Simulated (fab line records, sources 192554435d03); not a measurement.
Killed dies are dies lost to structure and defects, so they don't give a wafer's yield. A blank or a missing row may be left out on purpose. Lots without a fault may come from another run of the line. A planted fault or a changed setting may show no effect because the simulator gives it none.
fab line records | flow n5_finfet | part 1 of 2: steps 1 to 20 of 31
record lots=5 wafers=15 last_day=17
route steps=1938 shown BEOL_M2@882
lots that met no fault: from a run of the same line without faults
start_h: hours from the record's first day to the start of the lot's first wafer shown | wait_h: hours since the lot's step before | " the same as in the row above | L1.1+2: a row that stands for several wafers | - no value, or no start given | * or withheld: withheld | < > ~ a bound
route shown NAME@n: a module of which the file shows steps, and the number in the route of the first | usual: mean/standard deviation of fault-free wafers | same: alike in all rows | chamber/n: place in a boat | sites: the reading at each site | _std_site: their standard deviation | _edge_site: outer sites' mean less inner sites' | radius_mm: how far each site lies from the wafer's centre | mask NAME#n: copy n | behind: the tool/chamber that last shaped the wafer | hold: why the lot was held/for how many hours/how that ended | device: the transistor (n, p or np) that didn't switch | end of line: the same wafers' tests at the end of the route | a step without rows: its recipe alone | killed: dies lost to structure and defects at the first sort, not the wafer's yield | map: a wafer's dies, x killed, . not, _ none there
set.NAME: the setting as run; set.NAME@STEP: as run at that earlier step | model.NAME: the simulator's own value behind a step, which no gauge read
lots at some steps of the route; a table a step, a row a wafer
services: from which hour (start_h, from the record's first day; less than 0 if before it) a tool's chamber was out of use, for how many hours, and why
## steps
# step N5_BEOL_M2_ALD_98
# recipe material=SiO2 target_thk_a=25 temp_c=100 ald_precursor_family=BDEAS ald_co_reactant=O2-plasma pulse_time_s=1 co_reactant_pulse_time_s=1 purge_time_s=2 co_reactant_purge_time_s=2 ald_cycles=17 pressure_torr=2
# usual heater_power_w=76/6.4 precursor_pulse_height_rel=1.001/0.02
# same ald_cycles=17 co_reactant_purge_time_s=2
# columns lot.wafer tool chamber start_h wait_h heater_power_w precursor_pulse_height_rel
L087.3 ald_sin-01 0 212.23 0.7 74 1.028
L087.4 " 3 " " 75 0.992
L087.6 " 2 " " 69 1.010
L088.2 ald_sin-02 0 217.56 0.1 74 1.010
L088.3 " 1 " " 80 1.012
L088.6 " 0 " " 72 0.962
L089.2 ald_sin-02 1 217.66 0.1 78 1.013
L089.3 " 0 " " 71 1.019
L089.5 " 1 " " 79 0.989
L090.2 ald_sin-03 1 225.61 0.1 74 1.024
L090.3 " 0 " " 77 1.002
L090.4 " 3 " " 81 1.011
L076.1 ald_sin-02 3 254.13 0.1 70 0.988
L076.4 " 0 " " 72 0.994
L076.6 " 3 " " 70 1.002
# step N5_BEOL_M2_ETCHBACK_99
# recipe chemistry=CHF3 target=SiO2 target_depth_a=50 time_s=10.4 source_w=215 bias_w=47 Ar_flow_sccm=200 CHF3_flow_sccm=12 ion_energy_ev=100 pressure_mtorr=30
# usual drypump_motor_current_A=5.60/0.29 oes_product_au=0.78/0.076 rf_vpp_V=240/4.6 showerhead_plenum_p_Torr=2.18/0.058 throttle_valve_pct=17.08/0.29
# columns lot.wafer tool chamber start_h wait_h drypump_motor_current_A oes_product_au rf_hours_counter_h rf_vpp_V showerhead_plenum_p_Torr throttle_valve_pct
L087.3 rie_diel-03 0 216.61 4.3 5.33 0.94 5 241 2.23 17.21
L087.4 " 3 " " 5.16 0.72 177 240 2.14 17.11
L087.6 " 1 " " 5.76 0.76 - 247 2.15 16.93
L088.2 rie_diel-01 3 217.76 0.1 5.52 0.84 55 240 2.11 16.78
L088.3 " 2 " " 5.67 0.66 245 245 2.21 17.46
L088.6 " 0 " " 5.72 0.84 - 241 2.26 16.66
L089.2 rie_diel-03 0 219.66 2.0 5.28 0.94 6 243 2.23 17.21
L089.3 " 1 " " 5.76 0.76 133 248 2.15 16.94
L089.5 " 2 " " 6.25 0.70 - 243 2.12 17.15
L090.2 rie_diel-01 3 232.17 6.5 5.50 0.84 60 241 2.11 16.79
L090.3 " 2 " " 5.66 0.67 250 244 2.20 17.48
L090.4 " 1 " " 5.46 0.75 194 241 2.22 17.24
L076.1 rie_diel-01 0 273.25 19.1 5.73 0.81 96 241 2.25 16.69
L076.4 " 3 " " 5.50 0.82 79 241 2.10 16.84
L076.6 " 0 " " 5.72 0.81 - 242 2.25 16.69
# step N5_BEOL_M2_ETCH_70
# recipe chemistry=N2/H2 target=SOC target_depth_a=800 overetch_a=240 mask_material=SiARC temp_c=40 time_s=130 ion_energy_ev=200 pressure_mtorr=30 source_w=840 bias_w=150 n2_flow_sccm=200 h2_flow_sccm=200
# usual drypump_motor_current_A=5.60/0.3 oes_product_au=0.58/0.053 rf_vpp_V=524.8/2.1 showerhead_plenum_p_Torr=2.58/0.075 throttle_valve_pct=17.83/0.29
# columns lot.wafer tool chamber start_h wait_h drypump_motor_current_A oes_product_au rf_hours_counter_h rf_vpp_V showerhead_plenum_p_Torr throttle_valve_pct
L087.3 rie_diel-03 0 216.65 0.0 5.33 0.69 5 524.6 2.58 17.55
L087.4 " 3 " " 5.14 0.54 177 523.2 2.55 17.97
L087.6 " 1 " " 5.78 0.56 - 525.2 2.54 17.61
L088.2 rie_diel-01 3 217.80 0.0 5.50 0.64 55 522.4 2.49 17.57
L088.3 " 2 " " 5.67 0.50 245 525.9 2.62 18.35
L088.6 " 0 " " 5.74 0.62 - 526.5 2.70 17.55
L089.2 rie_diel-03 0 219.69 0.0 5.31 0.68 6 526.4 2.58 17.57
L089.3 " 1 " " 5.76 0.56 133 523.5 2.54 17.62
L089.5 " 2 " " 6.28 0.52 - 523.2 2.50 17.77
L090.2 rie_diel-01 3 232.20 0.0 5.47 0.63 60 522.3 2.48 17.59
L090.3 " 2 " " 5.65 0.50 250 527.6 2.62 18.35
L090.4 " 1 " " 5.47 0.54 194 526.9 2.64 18.05
L076.1 rie_diel-01 0 273.28 0.0 5.75 0.59 96 526.5 2.69 17.59
L076.4 " 3 " " 5.51 0.61 79 521.6 2.48 17.60
L076.6 " 0 " " 5.75 0.59 - 527.1 2.69 17.60
# step N5_BEOL_M2_STRIP_71
# recipe chemistry=N2/H2 temp_c=40 n2_flow_sccm=200 h2_flow_sccm=200 rf_frequency_hz=6e+07
# columns lot.wafer tool chamber start_h wait_h
L087.3+4+6 rie_diel-03 0,3,1 216.74 0.0
L088.2+3+6 rie_diel-01 3,2,0 217.88 0.0
L089.2+3+5 rie_diel-03 0,1,2 219.78 0.0
L090.2+3+4 rie_diel-01 3,2,1 232.29 0.0
L076.1+4+6 rie_diel-01 0,3,0 273.37 0.0
# step N5_BEOL_M2_STRIP_78
# recipe chemistry=N2/H2 temp_c=40 n2_flow_sccm=200 h2_flow_sccm=200 rf_frequency_hz=6e+07
# columns lot.wafer tool chamber start_h wait_h
L087.3+4+6 rie_diel-03 0,3,1 216.75 0.0
L088.2+3+6 rie_diel-01 3,2,0 217.89 0.0
L089.2+3+5 rie_diel-03 0,1,2 219.79 0.0
L090.2+3+4 rie_diel-01 3,2,1 232.30 0.0
L076.1+4+6 rie_diel-01 0,3,0 273.38 0.0
# step N5_BEOL_M2_VIA_ETCH_34
# recipe chemistry=C4F6/O2 target_depth_a=694 mask_material=SOC pressure_mtorr=15 ion_energy_ev=250 taper_deg=4 time_s=65.9 source_w=350 bias_w=170 Ar_flow_sccm=300 C4F6_flow_sccm=10 O2_flow_sccm=10
# usual drypump_motor_current_A=5.60/0.3 oes_product_au=0.78/0.076 rf_vpp_V=665/13 showerhead_plenum_p_Torr=2.88/0.074 throttle_valve_pct=30.8/0.35
# columns lot.wafer tool chamber start_h wait_h drypump_motor_current_A oes_product_au rf_hours_counter_h rf_vpp_V showerhead_plenum_p_Torr throttle_valve_pct
L087.3 rie_diel-03 0 216.76 0.0 5.30 0.94 5 668 2.93 31.1
L087.4 " 3 " " 5.14 0.72 177 661 2.83 30.8
L087.6 " 1 " " 5.77 0.76 - 685 2.84 30.6
L088.2 rie_diel-01 3 217.90 0.0 5.52 0.85 55 665 2.79 30.6
L088.3 " 2 " " 5.70 0.67 245 678 2.91 31.3
L088.6 " 0 " " 5.72 0.83 - 665 2.98 30.3
L089.2 rie_diel-03 0 219.80 0.0 5.30 0.94 6 668 2.93 31.1
L089.3 " 1 " " 5.79 0.77 133 683 2.84 30.6
L089.5 " 2 " " 6.27 0.70 - 669 2.80 30.5
L090.2 rie_diel-01 3 232.31 0.0 5.50 0.85 60 665 2.79 30.6
L090.3 " 2 " " 5.66 0.67 250 677 2.91 31.3
L090.4 " 1 " " 5.47 0.76 194 669 2.93 30.8
L076.1 rie_diel-01 0 273.39 0.0 5.76 0.81 96 663 2.97 30.3
L076.4 " 3 " " 5.49 0.83 79 664 2.78 30.6
L076.6 " 0 " " 5.73 0.80 - 665 2.97 30.3
# step N5_BEOL_M2_STRIP_83
# recipe chemistry=C4F6/O2 resist=SiARC rf_frequency_hz=6e+07
# columns lot.wafer tool chamber start_h wait_h
L087.3+4+6 rie_diel-03 0,3,1 216.81 0.0
L088.2+3+6 rie_diel-01 3,2,0 217.95 0.0
L089.2+3+5 rie_diel-03 0,1,2 219.85 0.0
L090.2+3+4 rie_diel-01 3,2,1 232.36 0.0
L076.1+4+6 rie_diel-01 0,3,0 273.44 0.0
# step N5_BEOL_M2_STRIP_36
# recipe chemistry=N2/H2 power_w=450 temp_c=40 pressure_mtorr=20 rf_frequency_hz=6e+07 overash_fraction=0.3 bias_power_w=7 h2_frac=0.5 n2_flow_sccm=200 h2_flow_sccm=200
# usual drypump_motor_current_A=5.61/0.3 oes_product_au=0.79/0.078 rf_vpp_V=59.2/1.5 showerhead_plenum_p_Torr=2.57/0.075 throttle_valve_pct=23.7/0.37
# same overash_fraction=0.3
# columns lot.wafer tool chamber start_h wait_h drypump_motor_current_A oes_product_au rf_hours_counter_h rf_vpp_V showerhead_plenum_p_Torr throttle_valve_pct
L087.3 rie_diel-03 0 216.82 0.0 5.29 0.95 5 59.1 2.57 23.2
L087.4 " 3 " " 5.16 0.73 177 62.9 2.54 23.8
L087.6 " 1 " " 5.80 0.78 - 62.1 2.53 23.4
L088.2 rie_diel-01 3 217.96 0.0 5.51 0.86 55 58.6 2.48 23.5
L088.3 " 2 " " 5.65 0.68 245 60.9 2.61 24.4
L088.6 " 0 " " 5.79 0.84 - 59.0 2.70 23.5
L089.2 rie_diel-03 0 219.86 0.0 5.33 0.93 6 60.6 2.57 23.2
L089.3 " 1 " " 5.78 0.76 133 59.0 2.53 23.4
L089.5 " 2 " " 6.30 0.72 - 59.7 2.49 23.3
L090.2 rie_diel-01 3 232.37 0.0 5.53 0.85 60 58.4 2.48 23.6
L090.3 " 2 " " 5.66 0.68 250 60.3 2.61 24.4
L090.4 " 1 " " 5.48 0.74 194 60.2 2.64 23.8
L076.1 rie_diel-01 0 273.45 0.0 5.77 0.82 96 58.7 2.69 23.5
L076.4 " 3 " " 5.52 0.83 79 57.0 2.47 23.6
L076.6 " 0 " " 5.75 0.81 - 58.3 2.69 23.5
# step N5_BEOL_M2_TRENCH_ETCH_37
# recipe chemistry=C4F6/O2 target_depth_a=555.55 target=SiOC time_s=29.2 ion_energy_ev=250 pressure_mtorr=30 source_w=355 bias_w=185 Ar_flow_sccm=300 C4F6_flow_sccm=10 O2_flow_sccm=10
# usual drypump_motor_current_A=5.60/0.3 oes_product_au=0.78/0.076 rf_vpp_V=665/13 showerhead_plenum_p_Torr=2.88/0.074 throttle_valve_pct=20.9/0.3
# columns lot.wafer tool chamber start_h wait_h drypump_motor_current_A oes_product_au rf_hours_counter_h rf_vpp_V showerhead_plenum_p_Torr throttle_valve_pct
L087.3 rie_diel-03 0 - - 5.27 0.93 5 669 2.94 21.1
L087.4 " 3 " " 5.15 0.72 177 661 2.83 20.9
L087.6 " 1 " " 5.77 0.76 - 684 2.85 20.7
L088.2 rie_diel-01 3 - - 5.49 0.85 55 664 2.79 20.6
L088.3 " 2 " " 5.66 0.67 245 678 2.92 21.2
L088.6 " 0 " " 5.68 0.83 - 665 2.98 20.4
L089.2 rie_diel-03 0 - - 5.28 0.92 6 668 2.94 21.1
L089.3 " 1 " " 5.76 0.76 133 684 2.85 20.7
L089.5 " 2 " " 6.28 0.70 - 671 2.80 20.9
L090.2 rie_diel-01 3 - - 5.49 0.84 60 665 2.79 20.6
L090.3 " 2 " " 5.71 0.66 250 677 2.92 21.3
L090.4 " 1 " " 5.49 0.75 194 668 2.94 21.0
L076.1 rie_diel-01 0 - - 5.75 0.81 96 665 2.97 20.5
L076.4 " 3 " " 5.49 0.82 79 664 2.78 20.6
L076.6 " 0 " " 5.74 0.82 - 665 2.97 20.5
# step N5_BEOL_M2_ETCH_41
# recipe chemistry=CH3F/O2 target=SiCN target_depth_a=299 taper_deg=2 time_s=52.5 ion_energy_ev=120 mask_material=TiN pressure_mtorr=30 source_w=395 bias_w=75 Ar_flow_sccm=150 CH3F_flow_sccm=30 O2_flow_sccm=20
# usual drypump_motor_current_A=5.59/0.3 oes_product_au=0.78/0.076 rf_vpp_V=297.8/1.3 showerhead_plenum_p_Torr=2.03/0.054 throttle_valve_pct=16.32/0.29
# columns lot.wafer tool chamber start_h wait_h drypump_motor_current_A oes_product_au rf_hours_counter_h rf_vpp_V showerhead_plenum_p_Torr throttle_valve_pct
L087.3 rie_diel-03 0 - - 5.30 0.94 5 297.5 2.07 16.42
L087.4 " 3 " " 5.14 0.73 177 297.2 1.99 16.38
L087.6 " 1 " " 5.75 0.77 - 296.9 2.00 16.21
L088.2 rie_diel-01 3 - - 5.51 0.85 55 296.7 1.96 16.01
L088.3 " 2 " " 5.64 0.66 245 297.8 2.05 16.72
L088.6 " 0 " " 5.72 0.84 - 298.7 2.10 15.90
L089.2 rie_diel-03 0 - - 5.31 0.93 6 296.9 2.07 16.43
L089.3 " 1 " " 5.78 0.75 133 298.0 2.00 16.24
L089.5 " 2 " " 6.29 0.70 - 296.1 1.97 16.46
L090.2 rie_diel-01 3 - - 5.50 0.85 60 296.2 1.96 16.04
L090.3 " 2 " " 5.70 0.66 250 298.4 2.05 16.74
L090.4 " 1 " " 5.49 0.74 194 297.9 2.07 16.50
L076.1 rie_diel-01 0 - - 5.75 0.81 96 300.8 2.09 15.95
L076.4 " 3 " " 5.49 0.82 79 296.4 1.95 16.06
L076.6 " 0 " " 5.74 0.81 - 299.0 2.09 15.95
# step N5_BEOL_M2_STRIP_97
# recipe chemistry=N2/H2 time_s=10 power_w=450 temp_c=40 pressure_mtorr=20 rf_frequency_hz=6e+07 bias_power_w=7 n2_flow_sccm=200 h2_flow_sccm=200
# usual drypump_motor_current_A=5.60/0.3 oes_product_au=0.79/0.077 rf_vpp_V=59.2/0.75 showerhead_plenum_p_Torr=2.57/0.075 throttle_valve_pct=23.7/0.37
# columns lot.wafer tool chamber start_h wait_h drypump_motor_current_A oes_product_au rf_hours_counter_h rf_vpp_V showerhead_plenum_p_Torr throttle_valve_pct
L087.3 rie_diel-03 0 - - 5.30 0.95 5 59.5 2.57 23.2
L087.4 " 3 " " 5.15 0.73 177 59.0 2.54 23.9
L087.6 " 1 " " 5.75 0.78 - 59.2 2.53 23.4
L088.2 rie_diel-01 3 - - 5.50 0.86 55 60.8 2.48 23.5
L088.3 " 2 " " 5.68 0.68 245 59.1 2.62 24.4
L088.6 " 0 " " 5.76 0.84 - 59.7 2.70 23.5
L089.2 rie_diel-03 0 - - 5.29 0.94 6 60.8 2.57 23.2
L089.3 " 1 " " 5.76 0.77 133 59.5 2.53 23.4
L089.5 " 2 " " 6.26 0.71 - 59.3 2.49 23.3
L090.2 rie_diel-01 3 - - 5.50 0.86 60 57.8 2.48 23.5
L090.3 " 2 " " 5.63 0.66 250 59.6 2.61 24.4
L090.4 " 1 " " 5.49 0.74 194 60.3 2.64 23.8
L076.1 rie_diel-01 0 - - 5.73 0.81 96 60.5 2.69 23.5
L076.4 " 3 " " 5.51 0.83 79 58.4 2.47 23.6
L076.6 " 0 " " 5.78 0.80 - 58.9 2.69 23.5
# step N5_BEOL_M2_OCD_MEAS_38
# usual trench_depth_nm=55.2/1.1
# columns lot.wafer tool chamber start_h wait_h trench_depth_nm
L087.3 ocd-01 - 217.01 - 55.4
L087.4 " - " " 55.4
L087.6 " - " " 55.7
L088.2 ocd-02 - 218.16 - 54.9
L088.3 " - " " 53.9
L088.6 " - " " 56.3
L089.2 ocd-02 - 220.06 - 55.2
L089.3 " - " " 55.6
L089.5 " - " " 52.9
L090.2 ocd-01 - 232.56 - 53.6
L090.3 " - " " 53.8
L090.4 " - " " 55.6
L076.1 ocd-01 - 273.64 - 55.7
L076.4 " - " " 54.7
L076.6 " - " " 55.8
# step N5_BEOL_M2_HM_STRIP_39
# recipe chemistry=peroxide_tin_strip material=TiN target_depth_a=250 temp_c=50 time_s=158
# columns lot.wafer tool chamber start_h wait_h
L087.3+4+6 wet_bench-06 0,1,2 217.04 0.0
L088.2+3+6 wet_bench-01 4,6,5 218.19 0.0
L089.2+3+5 wet_bench-06 3,6,4 220.09 0.0
L090.2+3+4 wet_bench-01 7,2,0 232.59 0.0
L076.1+4+6 wet_bench-01 5,4,1 273.67 0.0
# step N5_BEOL_M2_SRD_40
# recipe time_s=30 temp_c=23 rinse_liquid=diw dry=ipa_marangoni
# columns lot.wafer tool chamber start_h wait_h
L087.3+4+6 wet_bench-06 0,1,2 217.09 0.0
L088.2+3+6 wet_bench-01 4,6,5 218.28 0.0
L089.2+3+5 wet_bench-06 3,6,4 220.13 0.0
L090.2+3+4 wet_bench-01 7,2,0 232.64 0.0
L076.1+4+6 wet_bench-01 5,4,1 273.72 0.0
# step N5_BEOL_M2_PRECLEAN_42
# recipe chemistry=residue_remover time_s=60 temp_c=40
# columns lot.wafer tool chamber start_h wait_h
L087.3+4+6 wet_bench-06 0,1,2 217.11 0.0
L088.2+3+6 wet_bench-01 4,6,5 218.31 0.0
L089.2+3+5 wet_bench-06 3,6,4 220.15 0.0
L090.2+3+4 wet_bench-01 7,2,0 232.66 0.0
L076.1+4+6 wet_bench-01 5,4,1 273.74 0.0
# step N5_BEOL_M2_SRD_43
# recipe time_s=30 temp_c=23 rinse_liquid=diw dry=ipa_marangoni
# columns lot.wafer tool chamber start_h wait_h
L087.3+4+6 wet_bench-06 0,1,2 217.12 0.0
L088.2+3+6 wet_bench-01 4,6,5 218.35 0.0
L089.2+3+5 wet_bench-06 3,6,4 220.17 0.0
L090.2+3+4 wet_bench-01 7,2,0 232.67 0.0
L076.1+4+6 wet_bench-01 5,4,1 273.75 0.0
# step N5_BEOL_M2_CD_MEAS_35
# recipe target_cd_nm=18 target_cd_y_nm=22.2 polarity=opening
# usual cd_nm=18.0/0.35
# columns lot.wafer tool chamber start_h wait_h cd_nm
L087.3 cd_sem-01 - 217.17 0.0 17.9
L087.4 " - " " 18.3
L087.6 " - " " 18.1
L088.2 cd_sem-02 - 218.41 0.0 17.7
L088.3 " - " " 18.0
L088.6 " - " " 17.9
L089.2 cd_sem-03 - 220.21 0.0 18.1
L089.3 " - " " 17.6
L089.5 " - " " 18.0
L090.2 cd_sem-03 - 232.72 0.0 18.1
L090.3 " - " " 18.2
L090.4 " - " " 18.4
L076.1 cd_sem-03 - 273.79 0.0 17.9
L076.4 " - " " 18.1
L076.6 " - " " 18.1
# step N5_BEOL_M2_DEGAS_44
# recipe ambient=vacuum temp_c=250 time_s=60
# usual heater_power_w=323/27
# columns lot.wafer tool chamber start_h wait_h heater_power_w
L087.3 pvd_sputter-03 - 217.60 0.4 351
L087.4 " - " " 334
L087.6 " - " " 352
L088.2 pvd_sputter-02 - 219.94 1.5 340
L088.3 " - " " 341
L088.6 " - " " 338
L089.2 pvd_sputter-03 - 220.40 0.2 269
L089.3 " - " " 348
L089.5 " - " " 272
L090.2 pvd_sputter-01 - 232.78 0.1 299
L090.3 " - " " 303
L090.4 " - " " 356
L076.1 pvd_sputter-03 - 274.19 0.4 322
L076.4 " - " " 346
L076.6 " - " " 341
# step N5_BEOL_M2_PRE_CLEAN_45
# recipe gas=H2/He time_s=30 temp_c=250
# usual heater_power_w=323/26
# columns lot.wafer tool chamber start_h wait_h heater_power_w
L087.3 pvd_sputter-03 - 217.64 0.0 353
L087.4 " - " " 336
L087.6 " - " " 349
L088.2 pvd_sputter-02 - 219.98 0.0 325
L088.3 " - " " 336
L088.6 " - " " 340
L089.2 pvd_sputter-03 - 220.44 0.0 267
L089.3 " - " " 355
L089.5 " - " " 272
L090.2 pvd_sputter-01 - 232.82 0.0 296
L090.3 " - " " 304
L090.4 " - " " 355
L076.1 pvd_sputter-03 - 274.23 0.0 323
L076.4 " - " " 334
L076.6 " - " " 334
# step N5_BEOL_M2_ALD_84
# recipe material=TaN target_thk_a=* temp_c=275 ald_precursor_family=PDMAT ald_co_reactant=NH3 pressure_torr=3 carrier_flow_sccm=1500 pulse_time_s=2 purge_time_s=3 co_reactant_purge_time_s=2 co_reactant_pulse_time_s=3 ald_cycles=30 precursor_vessel_temp_c=75 precursor_vessel_pressure_torr=26.25 precursor_vessel_carrier_sccm=1000
# usual heater_power_w=413/46
# same ald_cycles=30 co_reactant_purge_time_s=2
# columns lot.wafer tool chamber start_h wait_h heater_power_w
L087.3 ald_metal-01 2 217.88 0.2 406
L087.4 " 3 " " 409
L087.6 " 0 " " 459
L088.2 ald_metal-02 0 220.04 0.0 465
L088.3 " 3 " " 309
L088.6 " 0 " " 470
L089.2 ald_metal-01 3 220.50 0.0 410
L089.3 " 1 " " 407
L089.5 " 3 " " 401
L090.2 ald_metal-04 3 232.90 0.1 363
L090.3 " 0 " " 475
L090.4 " 1 " " 443
L076.1 ald_metal-04 2 274.29 0.0 446
L076.4 " 0 " " 458
L076.6 " 3 " " 363
